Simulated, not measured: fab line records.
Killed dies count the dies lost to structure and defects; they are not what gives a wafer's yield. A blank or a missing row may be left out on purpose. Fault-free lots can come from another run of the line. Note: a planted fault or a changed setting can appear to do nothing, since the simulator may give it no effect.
fab line records -- flow nandHarc
[record] lots = 6, wafers = 18, lastDay = 34
route steps=1302 shown A_CONTACT@1033 END@1302
lots that met no fault: taken from a fault-free run of the same line
startH: hours from the record's first day to the start of the lot's first wafer shown -- waitH: time in hours since the lot's previous step -- " repeats the value in the row above -- L1.1+2: several wafers, shown together as one row -- - no value present, or no start provided -- * or withheld: withheld -- < > ~ a bound
route shown NAME@n: NAME is a module with steps in the file, n the number in the route of the first one -- usual: average and standard deviation across the fault-free wafers -- same: alike in all rows -- chamber/n: place in a boat -- sites: the reading at each site -- _std_site: their standard deviation -- _edge_site: inner sites' mean taken away from outer sites' mean -- radiusMm: how far each site lies from the wafer's centre -- mask NAME#n: copy n -- behind: the tool/chamber that last shaped the wafer -- hold: why the lot went on hold/how many hours it stayed there/how the hold came to an end -- device: the transistor (n, p or np) that didn't switch -- end of line: tests of these same wafers at the route's end -- for a step that has no rows: nothing shown but its recipe -- killed: at the first sort, the dies lost to defects and structure; wafer yield is something else -- map: dies across one wafer; x = killed, . = not, _ = none there
set.NAME: the setting that was run; set.NAME@STEP: the one run at that earlier step -- model.NAME: the simulator's own value behind a step, which no gauge read
lots seen at some steps along the route; tables by step, rows by wafer
services: the hour from which a tool's chamber was out of use, counted from the record's first day as startH (under 0 if before that day), plus the number of hours and why
[[steps]]
[step NHARC_A_CONTACT_COAT_63]
[recipe] spinRpm = 1500, resistThkNm = 90
[step NHARC_A_CONTACT_SOFTBAKE_64]
[recipe] tempC = 105, timeS = 55
[step NHARC_A_CONTACT_EBR_65]
[step NHARC_A_CONTACT_EXPOSE_66]
[recipe] na = 1.35, sigmaOuter = 0.8, doseMj = 59.02, maskId = A_CC_2
[step NHARC_A_CONTACT_PEB_67]
[recipe] pebTempC = 100, pebTimeS = 65
[step NHARC_A_CONTACT_DEVELOP_68]
[recipe] developTimeS = 35, devTempC = 23
[step NHARC_A_CONTACT_CD_MEAS_69]
[recipe] targetCdNm = 300, landingEnergyEv = 500
[usual] cdNm = 300.0/0.49
lot.wafer,tool,chamber,startH,waitH,cdNm
L753.1,cdSem-01,0,556.52,-,301.0
L753.3,cdSem-01,0,556.52,-,300.6
L753.4,cdSem-01,0,556.52,-,300.0
L755.3,cdSem-02,0,591.00,-,298.7
L755.5,cdSem-02,0,591.00,-,299.3
L755.6,cdSem-02,0,591.00,-,298.7
L769.2,cdSem-02,0,708.64,-,300.5
L769.3,cdSem-02,0,708.64,-,300.3
L769.6,cdSem-02,0,708.64,-,300.1
L768.2,cdSem-02,0,709.76,-,298.9
L768.5,cdSem-02,0,709.76,-,298.8
L768.6,cdSem-02,0,709.76,-,299.4
L771.1,cdSem-01,0,738.53,-,299.8
L771.3,cdSem-01,0,738.53,-,299.4
L771.6,cdSem-01,0,738.53,-,299.5
L770.1,cdSem-03,0,740.12,-,299.7
L770.4,cdSem-03,0,740.12,-,299.7
L770.6,cdSem-03,0,740.12,-,299.8
[step NHARC_A_CONTACT_OVL_MEAS_70]
[usual] overlayXNm = 0.0/0.82, overlayYNm = -0.1/0.65
lot.wafer,tool,chamber,startH,waitH,overlayXNm,overlayYNm
L753.1,overlay-01,-,556.61,-,-1.4,0.1
L753.3,overlay-01,-,556.61,-,-0.5,0.1
L753.4,overlay-01,-,556.61,-,-0.8,0.3
L755.3,overlay-01,-,591.08,-,1.3,-0.5
L755.5,overlay-01,-,591.08,-,1.4,-1.3
L755.6,overlay-01,-,591.08,-,1.5,-1.2
L769.2,overlay-01,-,708.72,-,0.0,0.8
L769.3,overlay-01,-,708.72,-,0.0,0.2
L769.6,overlay-01,-,708.72,-,-0.1,0.9
L768.2,overlay-01,-,709.84,-,-0.4,-1.0
L768.5,overlay-01,-,709.84,-,-0.4,-1.5
L768.6,overlay-01,-,709.84,-,-0.5,-1.6
L771.1,overlay-01,-,738.61,-,-0.1,0.2
L771.3,overlay-01,-,738.61,-,0.1,0.5
L771.6,overlay-01,-,738.61,-,-0.1,0.7
L770.1,overlay-01,-,740.21,-,0.2,0.4
L770.4,overlay-01,-,740.21,-,0.5,0.3
L770.6,overlay-01,-,740.21,-,0.4,0.7
[step NHARC_A_CONTACT_INSPECT_71]
[usual] rawDefectCount = 85/38
lot.wafer,tool,chamber,startH,waitH,rawDefectCount
L753.1,defectInspect-02,-,556.64,0.0,57
L753.3,defectInspect-02,-,556.64,0.0,67
L753.4,defectInspect-02,-,556.64,0.0,60
L755.3,defectInspect-01,-,591.12,0.0,23
L755.5,defectInspect-01,-,591.12,0.0,32
L755.6,defectInspect-01,-,591.12,0.0,22
L769.2,defectInspect-01,-,708.76,0.0,60
L769.3,defectInspect-01,-,708.76,0.0,62
L769.6,defectInspect-01,-,708.76,0.0,69
L768.2,defectInspect-01,-,709.88,0.0,72
L768.5,defectInspect-01,-,709.88,0.0,85
L768.6,defectInspect-01,-,709.88,0.0,76
L771.1,defectInspect-01,-,738.65,0.0,123
L771.3,defectInspect-01,-,738.65,0.0,133
L771.6,defectInspect-01,-,738.65,0.0,122
L770.1,defectInspect-01,-,740.24,0.0,48
L770.4,defectInspect-01,-,740.24,0.0,29
L770.6,defectInspect-01,-,740.24,0.0,54
[step NHARC_A_CONTACT_DESCUM_74]
[recipe] timeS = 3, o2FlowSccm = 200, arFlowSccm = 0, biasPowerW = 0, chemistry = O2
[usual] drypumpMotorCurrentA = 5.8/0.45, o2FlowSccm = 200.0/0.59, oesProductAu = 1.002/0.0088, rfVppV = 57.7/0.96, showerheadPlenumPTorr = 1.88/0.092, throttleValvePct = 11.311/0.0087
lot.wafer,tool,chamber,startH,waitH,drypumpMotorCurrentA,o2FlowSccm,oesProductAu,rfHoursCounterH,rfVppV,showerheadPlenumPTorr,throttleValvePct
L753.3,rieDiel-12,2,556.71,0.1,5.2,199.9,1.017,13,58.9,1.91,11.330
L753.1,rieDiel-12,3,556.71,0.1,6.3,199.9,0.999,17,56.9,1.88,11.312
L753.4,rieDiel-12,1,556.71,0.1,6.4,200.3,0.995,18,56.7,1.84,11.301
L755.3,rieDiel-12,3,591.20,0.1,6.4,200.1,0.994,24,58.4,1.88,11.303
L755.6,rieDiel-12,0,591.20,0.1,5.6,199.5,1.000,-,56.7,1.76,11.309
L755.5,rieDiel-12,1,591.20,0.1,6.4,199.5,0.997,-,56.9,1.84,11.332
L769.2,rieDiel-12,1,708.82,0.1,6.4,201.3,0.991,13,58.1,1.83,11.311
L769.3,rieDiel-12,3,708.82,0.1,6.4,199.4,0.996,13,57.9,1.88,11.311
L769.6,rieDiel-12,2,708.82,0.1,5.2,200.2,1.001,-,59.0,1.90,11.313
L768.2,rieDiel-13,1,709.94,0.1,5.6,199.4,0.986,0,58.7,2.08,11.300
L768.6,rieDiel-13,1,709.94,0.1,5.6,199.3,0.985,-,57.7,2.08,11.312
L768.5,rieDiel-13,2,709.94,0.1,6.2,199.7,0.981,-,60.3,2.06,11.306
L771.3,rieDiel-12,2,738.73,0.1,5.2,200.2,1.019,18,59.3,1.90,11.297
L771.1,rieDiel-12,3,738.73,0.1,6.3,199.5,1.004,19,55.7,1.87,11.307
L771.6,rieDiel-12,1,738.73,0.1,6.4,200.1,1.001,-,56.3,1.83,11.326
L770.1,rieDiel-12,3,740.31,0.1,6.4,200.2,1.009,20,57.6,1.87,11.293
L770.4,rieDiel-12,1,740.31,0.1,6.4,200.1,0.999,18,58.1,1.83,11.309
L770.6,rieDiel-12,2,740.31,0.1,5.2,200.2,1.017,-,58.0,1.90,11.315
[step NHARC_A_CONTACT_ETCH_75]
[recipe] targetDepthA = 390, overEtchFrac = 0.3, timeS = 65, ionEnergyEv = 80, cf4FlowSccm = 150, arFlowSccm = 0, rfW = 300, biasW = 100, chemistry = CF4
[usual] drypumpMotorCurrentA = 5.8/0.45, oesProductAu = 1.000/0.0084, rfVppV = 150.9/1.3, runLengthS = 86.4/0.39, showerheadPlenumPTorr = 1.75/0.079, throttleValvePct = 13.284/0.0089
lot.wafer,tool,chamber,startH,waitH,drypumpMotorCurrentA,oesProductAu,rfHoursCounterH,rfVppV,runLengthS,showerheadPlenumPTorr,throttleValvePct
L753.3,rieDiel-12,3,556.79,0.1,6.4,0.998,17,149.9,86.2,1.74,13.284
L753.1,rieDiel-12,0,556.79,0.1,5.6,0.994,18,150.1,85.9,1.64,13.280
L753.4,rieDiel-12,1,556.79,0.1,6.4,0.996,18,151.1,86.6,1.70,13.283
L755.3,rieDiel-12,1,591.27,0.1,6.4,1.000,24,151.4,86.5,1.70,13.275
L755.6,rieDiel-12,3,591.27,0.1,6.4,1.006,-,150.5,86.1,1.74,13.281
L755.5,rieDiel-12,0,591.27,0.1,5.6,1.018,-,150.2,85.8,1.64,13.290
L769.2,rieDiel-12,3,708.90,0.1,6.3,0.986,13,151.1,86.0,1.74,13.265
L769.3,rieDiel-12,2,708.90,0.1,5.2,1.002,12,151.2,86.9,1.76,13.284
L769.6,rieDiel-12,0,708.90,0.1,5.6,0.994,-,152.4,86.5,1.90,13.305
L768.2,rieDiel-13,2,710.04,0.1,6.2,0.986,0,152.6,85.9,1.89,13.299
L768.5,rieDiel-13,0,710.04,0.1,5.7,0.991,-,151.2,87.4,1.72,13.293
L768.6,rieDiel-13,1,710.04,0.1,5.6,0.990,-,154.0,87.0,1.91,13.277
L771.1,rieDiel-12,0,738.80,0.1,5.6,1.010,19,153.6,86.2,1.90,13.308
L771.3,rieDiel-12,1,738.80,0.1,6.4,0.997,17,152.0,86.2,1.69,13.281
L771.6,rieDiel-12,3,738.80,0.1,6.4,1.000,-,150.0,86.2,1.73,13.264
L770.4,rieDiel-12,0,740.40,0.1,5.6,0.999,20,151.8,86.2,1.90,13.291
L770.1,rieDiel-12,2,740.40,0.1,5.2,1.013,19,153.2,86.8,1.76,13.281
L770.6,rieDiel-12,0,740.40,0.1,5.6,0.997,-,153.2,86.1,1.90,13.304
[step NHARC_A_CONTACT_ETCH_76]
[recipe] targetDepthA = 2600, overEtchFrac = 0.3, timeS = 475.3, ionEnergyEv = 200, n2FlowSccm = 150, h2FlowSccm = 150, arFlowSccm = 0, rfW = 400, biasW = 150, chemistry = N2/H2
[usual] drypumpMotorCurrentA = 5.8/0.45, h2FlowSccm = 150.0/0.43, n2FlowSccm = 150.0/0.45, oesProductAu = 1.000/0.0093, rfVppV = 429.5/2.7, runLengthS = 496.7/0.39, showerheadPlenumPTorr = 2.01/0.096, throttleValvePct = 14.173/0.0084
lot.wafer,tool,chamber,startH,waitH,drypumpMotorCurrentA,h2FlowSccm,n2FlowSccm,oesProductAu,rfHoursCounterH,rfVppV,runLengthS,showerheadPlenumPTorr,throttleValvePct
L753.3,rieDiel-12,2,-,-,5.2,149.4,150.2,1.001,13,429.9,497.2,2.04,14.175
L753.4,rieDiel-12,0,-,-,5.6,150.4,149.9,0.995,18,426.3,496.4,1.88,14.184
L753.1,rieDiel-12,1,-,-,6.4,149.6,149.7,0.982,18,430.7,496.7,1.96,14.162
L755.3,rieDiel-12,1,-,-,6.4,150.2,150.3,0.999,24,429.2,496.9,1.95,14.184
L755.5,rieDiel-12,0,-,-,5.6,150.5,150.7,0.997,-,427.0,496.4,1.88,14.169
L755.6,rieDiel-12,1,-,-,6.4,150.3,150.4,0.995,-,427.4,496.8,1.95,14.181
L769.2,rieDiel-12,2,-,-,5.2,149.5,149.7,0.999,12,428.4,496.9,2.03,14.174
L769.3,rieDiel-12,0,-,-,5.6,148.9,150.2,1.010,14,433.9,496.3,2.21,14.172
L769.6,rieDiel-12,3,-,-,6.4,149.9,149.3,0.984,-,427.6,496.7,2.00,14.169
L768.2,rieDiel-13,3,-,-,5.4,150.4,150.5,0.999,0,428.2,496.4,1.93,14.164
L768.6,rieDiel-13,3,-,-,5.4,150.5,150.0,0.990,-,426.6,496.6,1.93,14.177
L768.5,rieDiel-13,0,-,-,5.7,150.6,150.5,0.982,-,429.6,497.3,1.98,14.169
L771.1,rieDiel-12,2,-,-,5.2,149.7,149.5,1.006,18,430.7,497.1,2.03,14.153
L771.3,rieDiel-12,0,-,-,5.7,150.0,149.9,1.002,20,435.2,496.4,2.21,14.188
L771.6,rieDiel-12,3,-,-,6.4,149.0,150.2,0.983,-,429.4,496.5,2.00,14.174
L770.1,rieDiel-12,1,-,-,6.4,150.5,149.5,1.001,18,427.6,497.1,1.94,14.177
L770.4,rieDiel-12,0,-,-,5.6,149.5,150.4,1.012,21,436.4,496.4,2.21,14.180
L770.6,rieDiel-12,1,-,-,6.4,150.5,150.5,0.993,-,428.9,497.0,1.94,14.178
[step NHARC_A_CONTACT_ETCH_77]
[recipe] targetDepthA = 1089, timeS = 54.5, cf4FlowSccm = 100, chf3FlowSccm = 30, arFlowSccm = 0, rfW = 500, biasW = 200, chemistry = CF4/CHF3
[usual] drypumpMotorCurrentA = 5.8/0.45, oesProductAu = 0.938/0.022, rfVppV = 369.9/2.6, runLengthS = 75.9/0.4, showerheadPlenumPTorr = 1.55/0.072, throttleValvePct = 16.803/0.0089
lot.wafer,tool,chamber,startH,waitH,drypumpMotorCurrentA,oesProductAu,rfHoursCounterH,rfVppV,runLengthS,showerheadPlenumPTorr,throttleValvePct
L753.4,rieDiel-12,1,557.24,-,6.4,0.912,18,369.5,75.7,1.51,16.806
L753.1,rieDiel-12,2,557.24,-,5.2,0.924,13,371.1,65.1,1.57,16.800
L753.3,rieDiel-12,3,557.24,-,6.4,0.928,18,369.6,75.6,1.55,16.797
L755.3,rieDiel-12,0,591.69,-,5.6,0.926,24,366.8,75.5,1.46,16.809
L755.6,rieDiel-12,0,591.69,-,5.6,0.922,-,367.0,76.0,1.46,16.798
L755.5,rieDiel-12,1,591.69,-,6.4,0.930,-,369.4,64.8,1.51,16.795
L769.2,rieDiel-12,1,709.35,-,6.4,0.918,13,367.8,76.2,1.51,16.807
L769.3,rieDiel-12,2,709.35,-,5.2,0.934,12,369.9,76.6,1.57,16.808
L769.6,rieDiel-12,0,709.35,-,5.6,0.924,-,375.1,75.8,1.70,16.813
L768.2,rieDiel-13,3,710.47,-,5.4,0.984,0,367.5,75.4,1.49,16.801
L768.5,rieDiel-13,3,710.47,-,5.4,0.984,-,367.7,75.9,1.49,16.804
L768.6,rieDiel-13,0,710.47,-,5.7,0.975,-,369.1,77.1,1.53,16.815
L771.3,rieDiel-12,0,739.24,-,5.6,0.930,20,373.4,75.8,1.69,16.820
L771.1,rieDiel-12,3,739.24,-,6.4,0.919,19,369.4,75.9,1.54,16.815
L771.6,rieDiel-12,0,739.24,-,5.6,0.938,-,373.4,75.6,1.69,16.802
L770.1,rieDiel-12,3,740.83,-,6.4,0.911,20,367.5,75.9,1.54,16.789
L770.4,rieDiel-12,0,740.83,-,5.6,0.933,21,374.6,75.5,1.69,16.795
L770.6,rieDiel-12,3,740.83,-,6.4,0.927,-,370.0,75.5,1.54,16.808
[step NHARC_A_CONTACT_ETCH_78]
[recipe] targetDepthA = 53000, overEtchFrac = 0.3, timeS = 1378, ionEnergyEv = 150, o2FlowSccm = 400, cosFlowSccm = 20, arFlowSccm = 0, rfW = 500, biasW = 300, chemistry = O2/COS
[usual] drypumpMotorCurrentA = 5.8/0.46, o2FlowSccm = 400.2/1.3, oesProductAu = 1.002/0.0085, rfVppV = 313.7/2.2, runLengthS = 1399.4/0.36, showerheadPlenumPTorr = 3.08/0.14, throttleValvePct = 28.331/0.0085
lot.wafer,tool,chamber,startH,waitH,drypumpMotorCurrentA,o2FlowSccm,oesProductAu,rfHoursCounterH,rfVppV,runLengthS,showerheadPlenumPTorr,throttleValvePct
L753.3,rieDiel-12,3,-,-,6.4,400.1,1.003,18,314.6,1399.1,3.08,28.337
L753.4,rieDiel-12,1,-,-,6.4,400.5,0.993,18,312.4,1399.4,3.00,28.336
L753.1,rieDiel-12,2,-,-,5.2,400.3,1.005,13,314.1,1399.6,3.12,28.336
L755.3,rieDiel-12,2,-,-,5.2,401.4,1.010,19,314.0,1399.6,3.12,28.325
L755.6,rieDiel-12,0,-,-,5.6,400.6,0.995,-,312.3,1399.1,2.89,28.334
L755.5,rieDiel-12,1,-,-,6.4,399.4,1.007,-,311.8,1399.3,3.00,28.328
L769.2,rieDiel-12,3,-,-,6.4,402.0,0.996,14,314.6,1399.4,3.06,28.331
L769.3,rieDiel-12,0,-,-,5.6,399.6,1.005,15,318.6,1399.0,3.37,28.330
L769.6,rieDiel-12,2,-,-,5.2,401.2,1.008,-,314.3,1399.8,3.11,28.326
L768.2,rieDiel-13,2,-,-,6.2,400.1,1.001,0,318.3,1398.9,3.34,28.324
L768.5,rieDiel-13,3,-,-,5.4,397.5,1.008,-,311.0,1398.9,2.96,28.334
L768.6,rieDiel-13,0,-,-,5.7,399.6,0.995,-,313.8,1400.0,3.03,28.319
L771.1,rieDiel-12,3,-,-,6.4,398.7,0.989,19,314.6,1399.7,3.06,28.344
L771.3,rieDiel-12,1,-,-,6.4,399.2,0.985,18,313.0,1399.9,2.99,28.335
L771.6,rieDiel-12,3,-,-,6.4,401.3,1.001,-,312.2,1399.6,3.06,28.314
L770.4,rieDiel-12,3,-,-,6.4,401.1,0.996,20,315.0,1399.3,3.06,28.321
L770.1,rieDiel-12,0,-,-,5.6,398.0,1.017,21,318.1,1399.0,3.36,28.348
L770.6,rieDiel-12,2,-,-,5.2,401.0,1.008,-,314.0,1399.6,3.10,28.336
[step NHARC_END_SORT_01]
[recipe] tempC = 25
[usual] killedAtArray = 53/18, killedAtOther = 0.8/1.1, killedAtPeriphery = 4.1/2.7, killedDies = 58/18, killedOpen = 3.1/1.7, killedShort = 2.7/1.7
[same] grossDies = 677
lot.wafer,tool,chamber,startH,waitH,killedAtArray,killedAtOther,killedAtPeriphery,killedDies,killedOpen,killedShort
L753.1,prober-02,0,617.42,2.5,311,0,4,315,4,3
L755.5,prober-02,0,654.82,3.7,292,0,7,299,2,2
// killed by level:class
L753.1 A_CONTACT:areaEtch=264 A_SLIT:chamberFilmFlake=26 A_CHANNEL_HOLE_D2:chamberFilmFlake=7 A_DECK1_JOINT:chamberFilmFlake=3 P_CONTACT:geometricParticle:open=2 P_GATE:chamberFilmFlake=2 A_WL_FILL:chamberFilmFlake=2 A_CONTACT:chamberFilmFlake=2
L755.5 A_CONTACT:areaEtch=264 A_CHANNEL_HOLE_D2:chamberFilmFlake=15 A_CHANNEL_HOLE_D1:chamberFilmFlake=6 P_ZERO_WELL:chamberFilmFlake=4 P_M0:geometricParticle:open=1 A_ONON_D1:geometricParticle:open=1 A_CHANNEL_FILL_D2:geometricParticle:short=1 A_BLC:geometricParticle:short=1
// map L753.1 (x killed, . not)
____________.____________
_________..x..x._________
_______........x.._______
______.............______
_____x....xx.x......_____
____.xx....xx..x.x..x____
____.............x...____
___..x.xx.....xxxxx...___
___.....xx.x...x.x..x.___
__...x.x.xxxxx...xx...x__
__.....x..x.xxx..x.x...__
_...x.x....xxxxxxxxxx..x_
_.x.xxxxxxx..xx.x...xxx._
_...x.x..xxx..xx.x..xxxx_
_...xx.xx.xx.xx..x.xxx.._
_..xx..xx.xxxxxx......x._
xx..xxxxx.x....xxx..x.xxx
..x.x.x..xxxxxxxx.xx.x.x.
...x.x.xx.x.xxxxxxx.x.xx.
......x....x..xx.xx.x.x..
.....x.xxxxxxxxx.xxx.x...
_x.x.xxxx..xxxxxx.xx.xx._
_.x..x.xx.xxxx.x..xxx..x_
_...xx.xxxxxxxx.x..x..x._
_.xxx...xxxxxxxxx..x.x.._
_...xx.x.xx..x.x.x.x...._
__..xx....xxxx.xxx...x.__
__.xxx..xxxxxxx........__
___.....xx.xxx.x..x..x___
___.xx..xx.xxxxxxx.x..___
____x.xx..xxxx.x....x____
____xx...xxx..xxx...x____
_____x..xxxx.x..x.x._____
______.....x..x...x______
_______....xx...x._______
_________.x..x.x_________
____________.____________
// map L755.5 (x killed, . not)
____________x____________
_________......x_________
_______....x.....x_______
______.x...x.x.x...______
_____.xx....x.x.x..._____
____x...x..x.x..x..x.____
____...xx.xxx..x.....____
___.xxxx..xxxxx..x.x..___
___.x..x.xxxx..x.x....___
__..xxx.x.xxx.x.x......__
__.xx.xxxx....x..x.....__
_x.x.xxxx..x.x.x..xx...._
_.xxxx.x.x.xx.xx.x.x..x._
_...x.x.xxx.x.......x.x._
_x...x..x.x......x......_
_..xxx....x..x.xxxx.xxx._
..xx..xx...x.xxx.xxx.....
xx.xx..xxxxxx.xx.xxx.....
.xxx.xx.xxx.xxx.xxxx..x.x
x..xxxxxxxxxxxxxxx...x...
....xx.x.xxx.xx...xxx.xx.
_.x.x..x.x..x.x.xxx.x..._
_x...xx.xx.xx.x.xxx....._
_x.x.x.x.xx.xxxx.xx....._
_x..xxxx.x.x...x......x._
_..xx.........xx...x.x.._
__..xxx.xxxx.x..xxx....__
__x.x....xx.x..x.x.....__
___x.x.xx.xxxxxxx.x...___
___.x.xxxxx...xxx.....___
____xxx.x..xxxxxxxx..____
____.xx.x...x...x....____
_____..x.x.x......x._____
______.....x.x..x..______
_______x.x....x..._______
_________xx....._________
____________.____________
[[services]]
tool,chamber,startH,hours,kind
rieDiel-13,1,533.64,5.1,repair
rieDiel-12,0,553.22,-,clean
rieDiel-12,1,553.22,-,clean
rieDiel-12,2,553.22,-,clean
rieDiel-12,3,553.22,-,clean
rieDiel-12,0,577.73,-,clean
rieDiel-12,1,577.73,-,clean
rieDiel-12,2,577.73,-,clean
rieDiel-12,3,577.73,-,clean
rieDiel-12,0,602.28,-,clean
rieDiel-12,1,602.28,-,clean
rieDiel-12,2,602.28,-,clean
rieDiel-12,3,602.28,-,clean
rieDiel-12,-,623.21,9.0,pm
rieDiel-12,0,623.21,9.0,ventCycle
rieDiel-12,1,623.21,9.0,ventCycle
rieDiel-12,2,623.21,9.0,ventCycle
rieDiel-12,3,623.21,9.0,ventCycle
rieDiel-12,0,632.21,-,clean
rieDiel-12,0,632.21,-,consumableReplace:showerhead
rieDiel-12,1,632.21,-,clean
rieDiel-13,1,657.94,4.5,repair
rieDiel-13,-,696.02,9.0,pm
rieDiel-12,1,722.84,4.8,repair
[[key]]
[firstSign] step = NHARC_A_CONTACT_ETCH_77, reading = runLengthS, direction = down, sigmas = 28, usual = *, struck = *
[effect] step = NHARC_END_SORT_01, reading = killedDies, direction = up, sigmas = 14, usual = 58, struck = 307
[moreKillsBornAt] NHARC_A_CONTACT_ETCH_77@rieDiel-12 = 528
metAt NHARC_A_CONTACT_ETCH_77
struckWafers L753.1,L755.5
testerLeftOut L753,L755
[fault] kind = processParameterDrift, tool = rieDiel-12, chamber = -, onsetH = 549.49, steps = NHARC_A_CONTACT_ETCH_77, channel = timeS, offset = *, shape = step, endH = 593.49, scope = struckWafersOnly, actsIn = *, stated = *
// testerLeftOut: of these lots the tester's yield and bins aren't shown, on N5 and GAA mostly nor the transistor test; their killed dies are dies lost to structure and defects alone, not to doping, threshold or leakage, so they don't give the yield
